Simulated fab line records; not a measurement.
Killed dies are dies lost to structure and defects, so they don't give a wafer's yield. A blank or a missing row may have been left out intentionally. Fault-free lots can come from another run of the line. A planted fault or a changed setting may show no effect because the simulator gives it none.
Which tool was responsible? ; flow nandHarc ; 36 wafers from 12 lots sampled at 5 of the route's 1302 steps

== WHAT EACH GAUGE READ, for each wafer ==
NHARC_A_ONON_D1_THK_MEAS_05: measures by ellipsometry.
lot;measured;on;thkNm (nm)
L113;day 8 03:01;filmMetro-02;1000 1000 1002
L114;day 8 12:59;filmMetro-01;994 993 992
L115;day 8 23:29;filmMetro-02;990 990 990
L116;day 9 08:24;filmMetro-01;995 994 994
L121;day 12 03:15;filmMetro-01;1001 1001 1002
L124;day 12 14:32;filmMetro-02;1005 1004 1003
L125;day 13 17:00;filmMetro-01;1013 1013 1013
L126;day 13 17:00;filmMetro-02;999 999 1000
L132;day 16 03:17;filmMetro-01;990 990 988
L133;day 16 15:18;filmMetro-01;982 983 982
L134;day 16 20:40;filmMetro-01;994 997 996
L135;day 17 06:31;filmMetro-02;1009 1008 1008

NHARC_END_SORT_01.
lot;measured;on;killedAtArray;killedAtOther;killedAtPeriphery;killedDies;killedOpen;killedShort
L126;day 30 02:14;prober-01;64 73 77;3 1 1;17 14 15;84 88 93;0 2 2;0 3 2

== WHICH TOOL RAN EACH LOT (tool, then ch and the chambers of the sampled wafers, then the start) ==
lot;NHARC_A_CHANNEL_HOLE_D1_SOFTBAKE_05;NHARC_A_CHANNEL_HOLE_D1_ETCH_23;NHARC_A_CHANNEL_HOLE_D1_ETCH_24
L113;lithoTrack-01 ch 0, day 8 17:00;harEtch-02 ch 0,1, day 8 20:31;harEtch-02 ch 0,1, day 8 21:13
L114;lithoTrack-04 ch 0, day 9 03:00;harEtch-02 ch 0,1, day 9 07:14;harEtch-02 ch 0,1, day 9 07:56
L115;lithoTrack-06 ch 0, day 9 16:00;harEtch-01 ch 0,1, day 9 23:21;harEtch-01 ch 0,1, day 10 00:05
L116;lithoTrack-04 ch 0, day 10 00:00;harEtch-02 ch 1, day 10 05:46;harEtch-02 ch 1, day 10 06:28
L121;lithoTrack-04 ch 0, day 12 17:00;harEtch-01 ch 0,1, day 12 21:04;harEtch-01 ch 0,1, day 12 21:46
L124;lithoTrack-04 ch 0, day 13 08:00;harEtch-01 ch 0,1, day 13 16:14;harEtch-01 ch 0,1, day 13 16:56
L125;lithoTrack-06 ch 0, day 14 09:00;harEtch-02 ch 0,1, day 14 14:47;harEtch-02 ch 0,1, day 14 15:29
L126;lithoTrack-04 ch 0, day 14 09:00;harEtch-01 ch 0,1, day 14 14:39;harEtch-01 ch 0,1, day 14 15:20
L132;lithoTrack-01 ch 0, day 16 20:00;harEtch-01 ch 0,1, day 17 00:53;harEtch-01 ch 0,1, day 17 01:36
L133;lithoTrack-06 ch 0, day 17 07:00;harEtch-01 ch 0,1, day 17 12:37;harEtch-01 ch 0,1, day 17 13:19
L134;lithoTrack-06 ch 0, day 17 12:00;harEtch-01 ch 0,1, day 17 16:46;harEtch-01 ch 0,1, day 17 17:28
L135;lithoTrack-01 ch 0, day 17 22:00;harEtch-02 ch 0,1, day 18 01:57;harEtch-02 ch 0,1, day 18 02:39
- NHARC_A_CHANNEL_HOLE_D1_SOFTBAKE_05: time 55 s.
- NHARC_A_CHANNEL_HOLE_D1_ETCH_23: etches the open film in C4F8/O2/Ar, time 819 s, target depth 1600 nm.
- NHARC_A_CHANNEL_HOLE_D1_ETCH_24: etches the open film in C4F8/O2/Ar, time 906.2 s, target depth 1500 nm.

== WHAT THE TOOLS THEMSELVES READ (means of the sampled wafers that have a number; where no wafer has one, the mark that the record gives instead) ==
NHARC_A_CHANNEL_HOLE_D1_SOFTBAKE_05.
lot;tool;heaterPowerTotalW (W)
L113;lithoTrack-01;188.55
L114;lithoTrack-04;188.49
L115;lithoTrack-06;188.46
L116;lithoTrack-04;188.34
L121;lithoTrack-04;188.36
L124;lithoTrack-04;185.01
L125;lithoTrack-06;188.45
L126;lithoTrack-04;185.15
L132;lithoTrack-01;188.34
L133;lithoTrack-06;188.48
L134;lithoTrack-06;188.38
L135;lithoTrack-01;188.40

NHARC_A_CHANNEL_HOLE_D1_ETCH_23.
lot;tool;chamberPressureMTorr (mTorr);drypumpMotorCurrentA (A);o2FlowSccm (sccm);showerheadPlenumPTorr (Torr);throttleValvePct (%)
L113;harEtch-02;19.990;5.6;35.74;3.76;32.153
L114;harEtch-02;19.992;5.3;35.62;3.76;32.153
L115;harEtch-01;20.006;5.7;35.62;3.59;32.153
L116;harEtch-02;19.998;5.1;35.58;3.75;32.148
L121;harEtch-01;20.009;5.7;35.75;3.57;32.150
L124;harEtch-01;20.014;5.7;35.81;3.57;32.159
L125;harEtch-02;20.007;5.6;35.70;3.72;32.145
L126;harEtch-01;19.991;5.7;35.72;3.56;32.147
L132;harEtch-01;20.000;6.1;35.71;3.60;32.153
L133;harEtch-01;19.992;5.7;35.64;3.54;32.155
L134;harEtch-01;19.999;6.0;35.71;3.59;32.151
L135;harEtch-02;19.993;5.3;35.75;3.71;32.151

NHARC_A_CHANNEL_HOLE_D1_ETCH_24.
lot;tool;chamberPressureMTorr (mTorr);drypumpMotorCurrentA (A);o2FlowSccm (sccm);showerheadPlenumPTorr (Torr);throttleValvePct (%)
L113;harEtch-02;19.987;5.6;31.24;3.76;32.243
L114;harEtch-02;20.010;5.3;31.12;3.76;32.241
L115;harEtch-01;19.991;5.7;31.16;3.59;32.231
L116;harEtch-02;19.994;5.1;31.33;3.75;32.234
L121;harEtch-01;20.002;5.7;31.13;3.57;32.247
L124;harEtch-01;20.012;5.7;31.19;3.56;32.236
L125;harEtch-02;19.991;5.6;31.23;3.71;32.245
L126;harEtch-01;20.007;5.7;31.07;3.55;32.232
L132;harEtch-01;19.990;6.0;31.23;3.60;32.243
L133;harEtch-01;19.996;5.7;31.12;3.53;32.238
L134;harEtch-01;19.985;6.1;31.23;3.59;32.236
L135;harEtch-02;20.013;5.3;31.23;3.70;32.232

== THE ANSWER, worked out from the rows above alone ==
Rule: what is usual is taken from the lots themselves. Put in order of their means at a reading, lots are off if they are a third of the lots or fewer, leave a main group of 4 or more, and stand apart from it by a gap of 3 or more times the standard deviation of the main group's means; of several such gaps the widest counts. Not used: any main group whose means are identical at the precision the tables above print for the reading. A lot without any number at a reading at which 4 lots or more have one is off too. Where the step has rows for the other lots, those lots are counted as sound. First the gauges in route order, then the tools' own readings, where a lot's mean is used as printed above. The first step at which some lot is off is used, and at that step the reading that is off furthest; a lot without a number counts as furthest.
Off, at NHARC_A_CHANNEL_HOLE_D1_SOFTBAKE_05 on heaterPowerTotalW: L124, L126. For the main group the mean is 188.43 W and the standard deviation 0.068.
A tool fits if, at that step or a process step before it, it ran every lot that is off, and no sound lot after the first of them. One fits: NHARC_A_CHANNEL_HOLE_D1_SOFTBAKE_05 on lithoTrack-04. A fault onset in the window from L121 (day 12 17:00, its last sound lot) to L124 (day 13 08:00, its first lot off) fits.
The tool's own readings at NHARC_A_CHANNEL_HOLE_D1_SOFTBAKE_05 bear it out: on the lots that are off they differ by more than 5 times the standard deviation of the sound lots' means. heaterPowerTotalW reads 185.08 W there against 188.43 W on the sound lots.

== WHAT WAS PUT IN BY THE SIMULATOR ==
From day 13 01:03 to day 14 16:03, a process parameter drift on lithoTrack-04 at NHARC_A_CHANNEL_HOLE_D1_SOFTBAKE_05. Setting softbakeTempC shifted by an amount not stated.
Shown lots that were struck: L124, L126. The same result came from the rule above.
